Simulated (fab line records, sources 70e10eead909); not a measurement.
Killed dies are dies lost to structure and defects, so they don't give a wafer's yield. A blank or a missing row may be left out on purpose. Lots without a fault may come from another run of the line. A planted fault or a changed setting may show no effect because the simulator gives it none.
Which tool did it? | flow nand_harc | 12 lots, 36 wafers sampled, at 4 steps of a route of 1302

WHAT THE GAUGES READ, wafer by wafer
The record holds no reading of a measuring or inspecting step that can be judged against a usual standard deviation.

WHICH TOOL RAN EACH LOT (tool, then ch and the chambers of the sampled wafers, then the start)
lot  | NHARC_A_STAIRCASE_HM_DEP_456  | NHARC_A_STAIRCASE_STRIP_274                   | NHARC_A_STAIRCASE_DEP_301       | NHARC_A_STAIRCASE_ETCH_313
L372 | acl_dep-03 ch 0, day 16 10:55 | rie_diel-07 ch 0,1, day 17 11:28 or earlier   | pecvd-04 ch 0,1,2, day 17 11:28 | rie_diel-10 ch 0,2,3, day 17 12:23
L374 | acl_dep-02 ch 0, day 18 00:15 | rie_diel-07 ch 1,3, day 18 13:41 or earlier   | pecvd-02 ch 0,1, day 18 13:41   | rie_diel-07 ch 1,3, day 18 14:46
L376 | acl_dep-01 ch 0, day 18 08:46 | rie_diel-07 ch 0,2, day 18 21:08 or earlier   | pecvd-04 ch 0,2, day 18 21:08   | rie_diel-08 ch 1,2,3, day 18 22:12
L375 | acl_dep-03 ch 0, day 18 10:25 | rie_diel-08 ch 1,2,3, day 18 23:32 or earlier | pecvd-04 ch 0,1,2, day 18 23:32 | rie_diel-10 ch 0,1, day 19 00:32
L377 | acl_dep-02 ch 0, day 19 12:44 | rie_diel-07 ch 0,1,3, day 20 06:25 or earlier | pecvd-02 ch 0,1,2, day 20 06:25 | rie_diel-08 ch 0,3, day 20 07:16
L382 | acl_dep-02 ch 0, day 21 15:44 | rie_diel-10 ch 0,1, day 22 07:34 or earlier   | pecvd-03 ch 0,1,2, day 22 07:34 | rie_diel-08 ch 0,1,2, day 22 09:56
L384 | acl_dep-02 ch 0, day 21 16:58 | rie_diel-07 ch 0,2,3, day 22 08:38 or earlier | pecvd-03 ch 0,1,2, day 22 08:38 | rie_diel-07 ch 0,1,2, day 22 10:02
L388 | acl_dep-03 ch 0, day 23 01:19 | rie_diel-08 ch 0,1,2, day 23 15:49 or earlier | pecvd-04 ch 0,1,2, day 23 15:49 | rie_diel-08 ch 0,2,3, day 23 16:53
L389 | acl_dep-02 ch 0, day 24 01:29 | rie_diel-07 ch 1,2,3, day 24 15:04 or earlier | pecvd-04 ch 0,1,2, day 24 15:04 | rie_diel-10 ch 1,2,3, day 24 16:52
L391 | acl_dep-03 ch 0, day 25 02:26 | rie_diel-10 ch 0,3, day 25 15:41 or earlier   | pecvd-04 ch 0,2, day 25 15:41   | rie_diel-10 ch 0,1,2, day 25 16:44
L392 | acl_dep-02 ch 0, day 25 20:57 | rie_diel-07 ch 0,1,2, day 26 12:22 or earlier | pecvd-03 ch 0,1,2, day 26 12:22 | rie_diel-10 ch 1,2,3, day 26 13:19
L393 | acl_dep-03 ch 0, day 25 21:04 | rie_diel-08 ch 0,2,3, day 26 14:13 or earlier | pecvd-04 ch 0,1,2, day 26 14:13 | rie_diel-10 ch 1,2,3, day 26 15:17
- NHARC_A_STAIRCASE_HM_DEP_456: deposits aC, target thk 3100 nm.
- NHARC_A_STAIRCASE_STRIP_274: strips in O2.
- NHARC_A_STAIRCASE_DEP_301: deposits SiON, target thk 30 nm.
- NHARC_A_STAIRCASE_ETCH_313: etches the open film in CF4/CHF3.

WHAT THE TOOLS THEMSELVES READ (means of the sampled wafers that have a number; where no wafer has one, the mark that the record gives instead)
NHARC_A_STAIRCASE_HM_DEP_456. Usual: throttle_valve_pct 35.000 %, standard deviation 0.0092.
lot  | tool       | throttle_valve_pct (%) | flag
L372 | acl_dep-03 | 35.001                 |
L374 | acl_dep-02 | 34.994                 |
L376 | acl_dep-01 | 34.995                 |
L375 | acl_dep-03 | 35.003                 |
L377 | acl_dep-02 | 35.005                 |
L382 | acl_dep-02 | 34.989                 |
L384 | acl_dep-02 | 34.996                 |
L388 | acl_dep-03 | 35.003                 |
L389 | acl_dep-02 | 35.008                 |
L391 | acl_dep-03 | 35.001                 |
L392 | acl_dep-02 | 34.995                 |
L393 | acl_dep-03 | 34.999                 |

NHARC_A_STAIRCASE_STRIP_274. Usual: drypump_motor_current_A 5.8 A, standard deviation 0.45; o2_flow_sccm 500.0 sccm, standard deviation 1.6; oes_product_au 1.001 a.u., standard deviation 0.011; rf_vpp_V 57.7 V, standard deviation 0.97; showerhead_plenum_p_Torr 3.51 Torr, standard deviation 0.16; throttle_valve_pct 17.037 %, standard deviation 0.0082.
lot  | tool        | drypump_motor_current_A (A) | o2_flow_sccm (sccm) | oes_product_au (a.u.) | rf_vpp_V (V) | showerhead_plenum_p_Torr (Torr) | throttle_valve_pct (%) | flag
L372 | rie_diel-07 | 5.8                         | 500.0               | 0.993                 | 57.6         | 3.42                            | 17.035                 |
L374 | rie_diel-07 | 5.3                         | 500.0               | 0.997                 | 56.8         | 3.55                            | 17.036                 |
L376 | rie_diel-07 | 6.1                         | 500.3               | 0.983                 | 57.9         | 3.63                            | 17.036                 |
L375 | rie_diel-08 | 6.3                         | 498.7               | 1.010                 | 58.1         | 3.51                            | 17.030                 |
L377 | rie_diel-07 | 5.6                         | 501.1               | 0.985                 | 58.1         | 3.44                            | 17.037                 |
L382 | rie_diel-10 | 5.4                         | 500.1               | 1.007                 | 57.3         | 3.44                            | 17.036                 |
L384 | rie_diel-07 | 5.9                         | 500.6               | 0.998                 | 57.1         | 3.48                            | 17.044                 |
L388 | rie_diel-08 | 6.4                         | 499.3               | 1.006                 | 58.6         | 3.60                            | 17.032                 |
L389 | rie_diel-07 | 5.7                         | 497.9               | 0.998                 | 58.6         | 3.57                            | 17.044                 |
L391 | rie_diel-10 | 5.5                         | 500.7               | 1.001                 | 57.2         | 3.35                            | 17.037                 |
L392 | rie_diel-07 | 5.8                         | 500.6               | 1.001                 | 58.3         | 3.55                            | 17.031                 |
L393 | rie_diel-08 | 6.1                         | 499.2               | 0.999                 | 57.6         | 3.57                            | 17.037                 |

NHARC_A_STAIRCASE_DEP_301. Usual: heater_power_w 716 W, standard deviation 61; rf_fwd_power_W 348.6 W, standard deviation 1.2; showerhead_vpp_V 1155 V, standard deviation 39.
lot  | tool     | heater_power_w (W) | rf_fwd_power_W (W) | showerhead_vpp_V (V) | flag
L372 | pecvd-04 | 707                | 348.2              | 1147                 |
L374 | pecvd-02 | 762                | 349.5              | 1182                 |
L376 | pecvd-04 | 683                | 349.7              | 1134                 |
L375 | pecvd-04 | 683                | 348.7              | 1147                 |
L377 | pecvd-02 | 686                | 347.8              | 1175                 |
L382 | pecvd-03 | 658                | 301.9              | 1082                 | OFF
L384 | pecvd-03 | 718                | 302.0              | 1076                 | OFF
L388 | pecvd-04 | 747                | 348.8              | 1130                 |
L389 | pecvd-04 | 756                | 348.4              | 1140                 |
L391 | pecvd-04 | 650                | 349.6              | 1118                 |
L392 | pecvd-03 | 673                | 348.8              | 1188                 |
L393 | pecvd-04 | 669                | 347.9              | 1147                 |

NHARC_A_STAIRCASE_ETCH_313. Usual: drypump_motor_current_A 5.8 A, standard deviation 0.43; oes_product_au 0.933 a.u., standard deviation 0.017; rf_vpp_V 370.1 V, standard deviation 2.6; showerhead_plenum_p_Torr 1.56 Torr, standard deviation 0.074; throttle_valve_pct 16.802 %, standard deviation 0.009.
lot  | tool        | drypump_motor_current_A (A) | oes_product_au (a.u.) | rf_vpp_V (V) | showerhead_plenum_p_Torr (Torr) | throttle_valve_pct (%) | flag
L372 | rie_diel-10 | 5.5                         | 0.927                 | 369.0        | 1.50                            | 16.807                 |
L374 | rie_diel-07 | 5.3                         | 0.918                 | 370.7        | 1.58                            | 16.803                 |
L376 | rie_diel-08 | 6.3                         | 0.933                 | 370.6        | 1.56                            | 16.805                 |
L375 | rie_diel-10 | 5.4                         | 0.948                 | 370.1        | 1.56                            | 16.811                 |
L377 | rie_diel-08 | 5.8                         | 0.932                 | 370.3        | 1.56                            | 16.805                 |
L382 | rie_diel-08 | 6.3                         | 0.936                 | 372.3        | 1.61                            | 16.810                 |
L384 | rie_diel-07 | 5.8                         | 0.932                 | 371.6        | 1.59                            | 16.800                 |
L388 | rie_diel-08 | 6.0                         | 0.922                 | 371.1        | 1.59                            | 16.804                 |
L389 | rie_diel-10 | 5.4                         | 0.926                 | 368.8        | 1.51                            | 16.802                 |
L391 | rie_diel-10 | 5.5                         | 0.933                 | 368.4        | 1.51                            | 16.802                 |
L392 | rie_diel-10 | 5.4                         | 0.965                 | 370.3        | 1.59                            | 16.798                 |
L393 | rie_diel-10 | 5.5                         | 0.975                 | 371.4        | 1.58                            | 16.793                 |

THE ANSWER, worked out from the rows above alone
Rule: a lot is off if the mean of its wafers that have a number lies more than 3 standard deviations from the usual mean. A lot without any number at a reading at which 4 lots or more have one is off too. The other lots that the step has rows for count as sound. The gauges are gone through in route order, then the tools' own readings, and for those a lot's mean is taken as printed above. The first step at which some lot is off is used, and at that step the reading that is off furthest; a lot without a number counts as furthest.
Off: L382, L384, at NHARC_A_STAIRCASE_DEP_301 (rf_fwd_power_W).
A tool fits if, at that step or a process step before it, it ran every lot that is off, and no sound lot after the first of them. NHARC_A_STAIRCASE_STRIP_274 gives no start for some lots, so the hours and the order of its lots are those of NHARC_A_STAIRCASE_DEP_301. None of those tried fits.

WHAT THE SIMULATOR HAD PUT IN
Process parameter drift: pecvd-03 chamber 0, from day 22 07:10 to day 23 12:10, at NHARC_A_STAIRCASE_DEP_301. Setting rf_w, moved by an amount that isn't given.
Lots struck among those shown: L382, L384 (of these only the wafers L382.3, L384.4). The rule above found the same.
